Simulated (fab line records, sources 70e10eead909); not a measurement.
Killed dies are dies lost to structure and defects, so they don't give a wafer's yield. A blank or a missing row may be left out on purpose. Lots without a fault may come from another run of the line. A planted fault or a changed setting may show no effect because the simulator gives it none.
fab line records | flow nand_harc | part 1 of 2: steps 1 to 4 of 6
record lots=23 wafers=69 last_day=25
route steps=1159 shown A_STAIRCASE@692 A_SGD_CUT@772 A_SLIT@795
lots that met no fault: from a run of the same line without faults
start_h: hours from the record's first day to the start of the lot's first wafer shown | wait_h: hours since the lot's step before | " the same as in the row above | L1.1+2: a row that stands for several wafers | - no value, or no start given | * or withheld: withheld | < > ~ a bound
route shown NAME@n: a module of which the file shows steps, and the number in the route of the first | usual: mean/standard deviation of fault-free wafers | same: alike in all rows | chamber/n: place in a boat | sites: the reading at each site | _std_site: their standard deviation | _edge_site: outer sites' mean less inner sites' | radius_mm: how far each site lies from the wafer's centre | mask NAME#n: copy n | behind: the tool/chamber that last shaped the wafer | hold: why the lot was held/for how many hours/how that ended | device: the transistor (n, p or np) that didn't switch | end of line: the same wafers' tests at the end of the route | a step without rows: its recipe alone | killed: dies lost to structure and defects at the first sort, not the wafer's yield | map: a wafer's dies, x killed, . not, _ none there
set.NAME: the setting as run; set.NAME@STEP: as run at that earlier step | model.NAME: the simulator's own value behind a step, which no gauge read
steps of the route over a sample of lots; a table a step, a row a wafer
services: from which hour (start_h, from the record's first day; less than 0 if before it) a tool's chamber was out of use, for how many hours, and why
## steps
# step NHARC_A_STAIRCASE_ETCH_315
# recipe target_depth_a=25000 time_s=607.1 ion_energy_ev=800 c4f8_flow_sccm=80 o2_flow_sccm=60 ar_flow_sccm=withheld rf_w=600 bias_w=3000 chemistry=C4F8/O2/Ar
# usual oes_product_au=0.931/0.01 rf_vpp_V=1825/14
# same time_s=607.1
# columns lot.wafer tool chamber start_h wait_h oes_product_au rf_hours_counter_h rf_vpp_V
L075.2 rie_diel-02 2 - - 0.922 36 1847
L075.3 " 3 " " 0.917 34 1813
L075.4 " 0 " " 0.923 35 1827
L074.1 rie_diel-03 2 - - 0.922 12 1847
L074.6 " 0 " " 0.947 - 1819
L074.5 " 1 " " 0.935 - 1810
L077.3 rie_diel-02 3 - - 0.920 42 1814
L077.4 " 0 " " 0.929 43 1828
L077.6 " 2 " " 0.927 - 1845
L079.4 rie_diel-03 1 - - 0.930 25 1808
L079.6 " 1 " " 0.936 - 1808
L079.5 " 2 " " 0.939 - 1845
L078.2 rie_diel-03 2 - - 0.930 26 1847
L078.6 " 2 " " 0.931 - 1844
L078.5 " 3 " " 0.926 - 1811
L081.3 rie_diel-02 0 - - 0.928 49 1826
L081.4 " 1 " " 0.912 51 1828
L081.1 " 2 " " 0.916 47 1844
L080.2 rie_diel-03 2 - - 0.940 27 1847
L080.5 " 3 " " 0.939 - 1810
L080.6 " 0 " " 0.937 - 1818
L083.1 rie_diel-09 0 - - 0.948 17 1812
L083.4 " 1 " " 0.938 16 1837
L083.6 " 0 " " 0.945 - 1815
L082.2 rie_diel-09 1 - - 0.922 17 1840
L082.6 " 3 " " 0.934 - 1844
L082.5 " 0 " " 0.942 - 1813
L084.4 rie_diel-03 1 - - 0.923 36 1807
L084.5 " 3 " " 0.930 - 1811
L084.6 " 0 " " 0.934 - 1819
L085.3 rie_diel-03 0 - - 0.926 41 1818
L085.2 " 2 " " 0.929 42 1847
L085.5 " 1 " " 0.930 - 1808
L086.3 rie_diel-03 2 - - 0.940 43 1846
L086.1 " 3 " " 0.926 43 1812
L086.2 " 1 " " 0.927 41 1809
L088.1 rie_diel-03 1 - - 0.929 45 1807
L088.5 " 0 " " 0.937 - 1816
L088.6 " 1 " " 0.935 - 1807
L087.4 rie_diel-02 1 - - 0.924 2 1829
L087.1 " 2 " " 0.928 3 1845
L087.5 " 1 " " 0.915 - 1829
L090.3 rie_diel-09 0 - - 0.928 39 1812
L090.6 " 0 " " 0.925 - 1812
L090.5 " 1 " " 0.921 - 1837
L089.1 rie_diel-03 2 - - 0.937 52 1844
L089.2 " 0 " " 0.940 51 1816
L089.5 " 3 " " 0.937 - 1810
L091.1 rie_diel-03 3 - - 0.937 55 1810
L091.4 " 0 " " 0.948 54 1816
L091.6 " 1 " " 0.925 - 1807
L092.2 rie_diel-09 1 - - 0.914 38 1838
L092.3 " 0 " " 0.925 42 1813
L092.6 " 2 " " 0.917 - 1827
L093.4 rie_diel-02 0 - - 0.943 11 1826
L093.3 " 1 " " 0.917 11 1827
L093.6 " 1 " " 0.907 - 1828
L094.4 rie_diel-02 0 - - 0.942 13 1826
L094.3 " 1 " " 0.913 14 1826
L094.1 " 2 " " 0.924 13 1844
L095.2 rie_diel-02 3 - - 0.934 17 1812
L095.4 " 0 " " 0.925 17 1825
L095.5 " 1 " " 0.918 - 1828
L096.1 rie_diel-02 0 - - 0.939 19 1826
L096.2 " 2 " " 0.922 20 1845
L096.5 " 0 " " 0.935 - 1826
L097.3 rie_diel-02 3 - - 0.931 24 1812
L097.2 " 1 " " 0.930 26 1827
L097.5 " 3 " " 0.937 - 1812
# step NHARC_A_STAIRCASE_ETCH_444
# recipe target_depth_a=1.02e+05 time_s=3400 c4f8_flow_sccm=20 o2_flow_sccm=10 ar_flow_sccm=withheld rf_w=600 bias_w=1000 chemistry=C4F8/O2
# usual oes_product_au=0.934/0.02 rf_vpp_V=807/6.1
# same time_s=3400
# columns lot.wafer tool chamber start_h wait_h oes_product_au rf_hours_counter_h rf_vpp_V
L075.3 rie_diel-09 2 293.32 0.1 0.988 14 808
L075.2 " 0 " " 0.985 14 802
L075.4 " 1 " " 0.974 12 813
L074.1 rie_diel-02 3 293.70 0.5 0.923 48 802
L074.5 " 1 " " 0.910 - 807
L074.6 " 2 " " 0.919 - 815
L077.4 rie_diel-03 1 315.32 0.3 0.935 32 799
L077.3 " 2 " " 0.926 33 816
L077.6 " 1 " " 0.938 - 798
L081.4 rie_diel-09 3 326.83 0.2 0.932 28 815
L081.3 " 1 " " 0.918 20 812
L081.1 " 2 " " 0.935 25 807
L078.2 rie_diel-03 0 327.13 0.5 0.933 37 802
L078.5 " 2 " " 0.934 - 816
L078.6 " 3 " " 0.935 - 800
L080.2 rie_diel-02 2 327.45 0.8 0.906 60 813
L080.5 " 3 " " 0.927 - 799
L080.6 " 0 " " 0.935 - 808
L079.4 rie_diel-09 0 328.28 1.5 0.943 26 800
L079.5 " 0 " " 0.929 - 799
L079.6 " 1 " " 0.914 - 812
L083.4 rie_diel-03 1 350.75 0.3 0.917 47 797
L083.1 " 2 " " 0.931 49 813
L083.6 " 0 " " 0.933 - 802
L082.2 rie_diel-03 3 362.51 0.1 0.917 54 799
L082.5 " 3 " " 0.920 - 799
L082.6 " 0 " " 0.936 - 802
L084.4 rie_diel-02 2 362.54 0.3 0.950 9 814
L084.5 " 1 " " 0.960 - 806
L084.6 " 2 " " 0.958 - 814
L086.2 rie_diel-09 3 380.84 0.1 0.955 47 813
L086.1 " 0 " " 0.970 45 800
L086.3 " 1 " " 0.966 42 812
L085.2 rie_diel-02 2 380.93 0.3 0.923 14 814
L085.3 " 3 " " 0.922 14 800
L085.5 " 1 " " 0.912 - 807
L088.1 rie_diel-03 3 381.47 0.4 0.915 60 800
L088.5 " 2 " " 0.919 - 814
L088.6 " 3 " " 0.927 - 801
L087.1 rie_diel-03 3 383.02 1.8 0.924 62 799
L087.4 " 1 " " 0.928 58 797
L087.5 " 3 " " 0.923 - 800
L090.3 rie_diel-09 2 399.56 0.6 0.929 51 808
L090.5 " 0 " " 0.930 - 800
L090.6 " 1 " " 0.917 - 812
L089.1 rie_diel-02 2 399.68 0.4 0.917 23 815
L089.2 " 0 " " 0.928 22 808
L089.5 " 2 " " 0.919 - 815
L092.2 rie_diel-03 1 411.14 0.3 0.967 3 817
L092.3 " 2 " " 0.957 3 816
L092.6 " 1 " " 0.959 - 816
L091.1 rie_diel-02 1 411.23 0.1 0.914 28 808
L091.4 " 3 " " 0.922 26 800
L091.6 " 1 " " 0.913 - 806
L093.4 rie_diel-02 1 412.89 1.7 0.915 30 809
L093.3 " 3 " " 0.919 27 800
L093.6 " 1 " " 0.919 - 807
L094.3 rie_diel-09 1 429.37 0.1 0.922 60 811
L094.1 " 3 " " 0.929 64 814
L094.4 " 0 430.94 1.6 0.924 - 799
L096.1 rie_diel-03 3 440.27 0.1 0.956 11 799
L096.2 " 1 " " 0.975 15 815
L096.5 " 0 " " 0.967 - 801
L095.4 rie_diel-02 0 440.59 0.6 0.925 40 805
L095.2 " 1 " " 0.910 42 806
L095.5 " 3 " " 0.931 - 799
L097.2 rie_diel-02 1 452.01 0.3 0.902 45 808
L097.3 " 3 " " 0.921 43 800
L097.5 " 0 " " 0.922 - 807
# step NHARC_A_STAIRCASE_ETCHBACK_422
# recipe target_depth_a=400 over_etch_frac=0.3 time_s=74.286 ion_energy_ev=120 ch3f_flow_sccm=50 o2_flow_sccm=30 ar_flow_sccm=200 rf_w=500 bias_w=100 chemistry=CH3F/O2
# usual drypump_motor_current_A=5.7/0.35 oes_product_au=0.97/0.034 rf_vpp_V=244.2/2 showerhead_plenum_p_Torr=2.46/0.13 throttle_valve_pct=20.663/0.0081
# same time_s=74.286
# columns lot.wafer tool chamber start_h wait_h drypump_motor_current_A oes_product_au rf_hours_counter_h rf_vpp_V showerhead_plenum_p_Torr throttle_valve_pct
L074.1 rie_diel-03 3 296.83 0.1 6.2 0.94 29 242.6 2.31 20.658
L074.5 " 3 " " 6.2 0.94 - 242.4 2.31 20.661
L074.6 " 0 " " 5.2 0.93 - 243.3 2.37 20.662
L075.4 rie_diel-09 1 296.94 0.1 5.2 0.98 13 244.8 2.57 20.671
L075.3 " 2 " " 5.6 1.01 16 244.3 2.48 20.688
L075.2 " 3 " " 6.2 1.00 18 248.9 2.63 20.668
L077.4 rie_diel-03 2 318.70 0.2 5.3 1.01 35 246.9 2.65 20.654
L077.3 " 3 " " 6.2 1.00 35 240.5 2.31 20.664
L077.6 " 2 " " 5.3 1.01 - 246.3 2.65 20.662
L078.2 rie_diel-09 3 330.27 0.2 6.2 0.93 30 246.4 2.62 20.651
L078.5 " 2 " " 5.6 0.93 - 244.3 2.48 20.673
L078.6 " 3 " " 6.2 0.94 - 246.7 2.62 20.659
L080.2 rie_diel-09 2 330.36 0.1 5.6 0.93 27 244.6 2.48 20.662
L080.5 " 1 " " 5.2 0.92 - 245.7 2.57 20.653
L080.6 " 2 " " 5.6 0.94 - 244.9 2.48 20.647
L081.3 rie_diel-09 1 330.72 0.3 5.2 0.99 24 246.0 2.57 20.669
L081.4 " 2 " " 5.6 1.01 27 244.8 2.48 20.660
L081.1 " 3 " " 6.2 1.01 30 244.7 2.62 20.665
L079.4 rie_diel-03 0 331.99 0.2 5.3 0.93 40 244.3 2.36 20.673
L079.6 " 3 " " 6.2 0.93 - 242.2 2.30 20.671
L079.5 " 0 " " 5.2 0.93 - 242.4 2.36 20.665
L083.1 rie_diel-09 3 354.13 0.1 6.2 0.94 39 247.7 2.62 20.670
L083.4 " 2 " " 5.6 0.95 36 245.6 2.47 20.650
L083.6 " 3 " " 6.2 0.93 - 247.3 2.62 20.671
L084.4 rie_diel-02 3 366.00 0.2 5.6 1.01 10 243.1 2.32 20.667
L084.5 " 1 " " 5.6 0.98 - 244.0 2.47 20.681
L084.6 " 2 " " 5.9 1.00 - 247.5 2.63 20.670
L082.2 rie_diel-03 2 366.28 0.2 5.3 1.00 54 245.1 2.64 20.666
L082.5 " 0 " " 5.2 1.00 - 243.6 2.36 20.658
L082.6 " 1 " " 5.7 0.99 - 240.9 2.28 20.663
L085.2 rie_diel-09 2 384.31 0.1 5.6 0.93 46 245.5 2.47 20.656
L085.3 " 0 " " 5.5 0.93 47 241.7 2.32 20.654
L085.5 " 1 " " 5.2 0.91 - 245.1 2.56 20.669
L086.3 rie_diel-09 3 384.43 0.1 6.2 1.00 49 247.0 2.61 20.666
L086.2 " 0 " " 5.5 0.99 47 244.0 2.32 20.661
L086.1 " 2 " " 5.6 1.01 46 244.8 2.47 20.667
L088.1 rie_diel-02 2 384.89 0.2 5.9 0.98 17 246.4 2.63 20.665
L088.6 " 0 " " 5.8 1.01 - 243.9 2.45 20.662
L088.5 " 1 " " 5.6 0.99 - 245.2 2.46 20.649
L087.4 rie_diel-03 0 386.41 0.1 5.2 1.02 61 243.6 2.36 20.660
L087.1 " 1 " " 5.7 1.00 60 242.2 2.27 20.665
L087.5 " 1 " " 5.8 1.01 - 241.7 2.27 20.666
L090.3 rie_diel-09 1 402.84 0.2 5.2 0.99 51 245.4 2.56 20.672
L090.6 " 3 " " 6.2 1.00 - 245.1 2.61 20.654
L090.5 " 1 " " 5.2 0.99 - 245.9 2.56 20.671
L089.1 rie_diel-03 2 403.09 0.1 5.3 0.99 1 246.7 2.63 20.648
L089.2 " 3 " " 6.2 0.99 0 240.9 2.29 20.669
L089.5 " 2 " " 5.3 1.00 - 247.7 2.63 20.653
L092.3 rie_diel-02 3 415.45 0.1 5.6 0.92 28 241.8 2.31 20.661
L092.2 " 0 " " 5.8 0.94 29 244.1 2.45 20.679
L092.6 " 0 " " 5.8 0.93 - 243.5 2.45 20.662
L091.1 rie_diel-02 3 416.02 0.1 5.6 0.99 29 243.1 2.31 20.660
L091.4 " 0 " " 5.8 1.02 29 244.0 2.45 20.652
L091.6 " 2 " " 5.9 0.98 - 246.6 2.62 20.668
L093.4 rie_diel-09 2 416.30 0.1 5.6 0.93 54 244.3 2.47 20.660
L093.3 " 0 " " 5.6 0.95 61 241.7 2.32 20.659
L093.6 " 2 " " 5.6 0.93 - 245.3 2.47 20.682
L094.1 rie_diel-03 3 433.44 0.1 6.2 1.00 9 240.1 2.29 20.663
L094.3 " 0 " " 5.3 1.01 10 243.7 2.35 20.658
L094.4 " 1 " " 5.7 0.99 11 246.2 2.66 20.642
L096.2 rie_diel-03 0 443.91 0.1 5.2 1.00 16 244.3 2.35 20.668
L096.1 " 1 " " 5.7 1.00 16 246.4 2.65 20.664
L096.5 " 3 " " 6.2 0.99 - 242.8 2.29 20.664
L095.4 rie_diel-02 2 443.95 0.2 5.9 0.98 44 246.7 2.62 20.665
L095.2 " 1 " " 5.6 0.99 43 244.7 2.45 20.657
L095.5 " 2 " " 5.9 0.99 - 246.5 2.62 20.651
L097.3 rie_diel-09 0 455.93 0.2 5.6 1.00 6 241.4 2.31 20.667
L097.2 " 1 " " 5.2 0.99 6 245.1 2.55 20.659
L097.5 " 3 " " 6.2 1.00 - 245.9 2.60 20.662
# step NHARC_A_SGD_CUT_CMP_21
# recipe target_thk_nm=148.19
# usual motor_current_A=11.5/1.3 slurry_filter_dp_kPa=13.48/0.14 time_to_endpoint_s=52/3
# columns lot.wafer tool chamber start_h wait_h motor_current_A slurry_filter_dp_kPa time_to_endpoint_s
L075.4 cmp-01 0 305.68 0.4 13.0 13.22 43
L075.2 " 1 " " 11.3 13.42 50
L075.3 " 2 " " 14.0 13.65 45
L074.1 cmp-04 0 305.73 0.4 12.0 13.42 57
L074.6 " 2 " " 9.8 13.63 54
L074.5 " 3 " " 12.8 13.38 56
L077.4 cmp-04 1 328.68 0.4 12.2 13.53 49
L077.3 " 3 " " 11.8 13.39 52
L077.6 " 1 " " 12.1 13.52 52
L081.1 cmp-04 1 341.40 0.4 12.2 13.50 51
L081.4 " 3 " " 12.3 13.29 52
L081.3 " 0 " " 11.6 13.46 55
L079.4 cmp-01 1 341.42 0.4 12.1 13.44 52
L079.5 " 0 " " 12.7 13.93 47
L079.6 " 1 " " 11.1 13.69 50
L080.2 cmp-02 0 341.45 0.4 11.4 13.55 51
L080.5 " 2 " " 10.2 13.67 49
L080.6 " 3 " " 11.8 13.66 51
L078.2 cmp-02 0 341.60 0.6 11.0 13.45 54
L078.5 " 2 " " 10.0 13.44 50
L078.6 " 3 " " 11.6 13.55 55
L083.1 cmp-02 2 363.50 0.4 10.5 13.44 49
L083.4 " 0 " " 11.2 13.42 54
L083.6 " 1 " " 9.8 13.41 56
L082.2 cmp-01 3 373.61 0.4 11.7 13.40 47
L082.5 " 3 " " 11.9 13.33 47
L082.6 " 0 " " 13.3 13.58 49
L084.4 cmp-04 2 373.67 0.4 9.6 13.27 52
L084.5 " 3 " " 12.2 13.57 53
L084.6 " 0 " " 11.4 13.42 54
L086.3 cmp-02 1 392.12 0.4 10.1 13.29 50
L086.2 " 2 " " 10.2 13.52 48
L086.1 " 3 " " 12.1 13.49 50
L088.1 cmp-01 1 392.12 0.4 11.2 13.30 56
L088.5 " 1 " " 11.3 13.48 56
L088.6 " 2 " " 13.5 13.33 56
L085.3 cmp-04 0 392.14 0.4 11.9 13.35 54
L085.2 " 2 " " 9.4 13.48 52
L085.5 " 3 " " 11.9 13.48 56
L087.4 cmp-04 2 392.29 0.5 9.4 13.49 52
L087.1 " 0 " " 11.7 13.42 55
L087.5 " 1 " " 12.5 13.48 53
L089.2 cmp-04 3 410.56 0.4 11.7 13.50 53
L089.1 " 0 " " 11.2 13.50 58
L089.5 " 2 " " 9.8 13.29 55
L090.3 cmp-01 2 410.59 0.4 14.6 13.50 51
L090.5 " 0 " " 13.3 13.67 53
L090.6 " 1 " " 11.4 13.39 57
L091.1 cmp-04 0 423.39 0.4 11.2 13.48 54
L091.4 " 1 " " 12.6 13.35 55
L091.6 " 1 " " 12.3 13.18 50
L093.4 cmp-01 3 423.39 0.4 11.3 13.38 50
L093.3 " 2 " " 14.4 13.48 52
L093.6 " 3 " " 11.8 13.42 49
L092.3 cmp-02 2 423.44 0.4 10.4 13.59 51
L092.2 " 3 " " 10.9 13.48 57
L092.6 " 1 " " 9.8 13.74 55
L094.3 cmp-02 3 441.54 0.4 12.3 13.55 52
L094.4 " 0 " " 11.0 13.47 53
L094.1 " 1 " " 9.2 13.46 55
L095.4 cmp-04 3 452.50 0.4 12.2 13.32 55
L095.2 " 1 " " 12.3 13.39 52
L095.5 " 3 " " 12.3 13.43 55
L096.1 cmp-02 1 452.52 0.4 9.3 13.63 56
L096.2 " 3 " " 11.5 13.66 52
L096.5 " 0 " " 10.8 13.42 51
L097.2 cmp-04 0 463.85 0.4 11.5 13.33 52
L097.3 " 2 " " 9.5 13.52 52
L097.5 " 1 " " 12.2 13.47 50
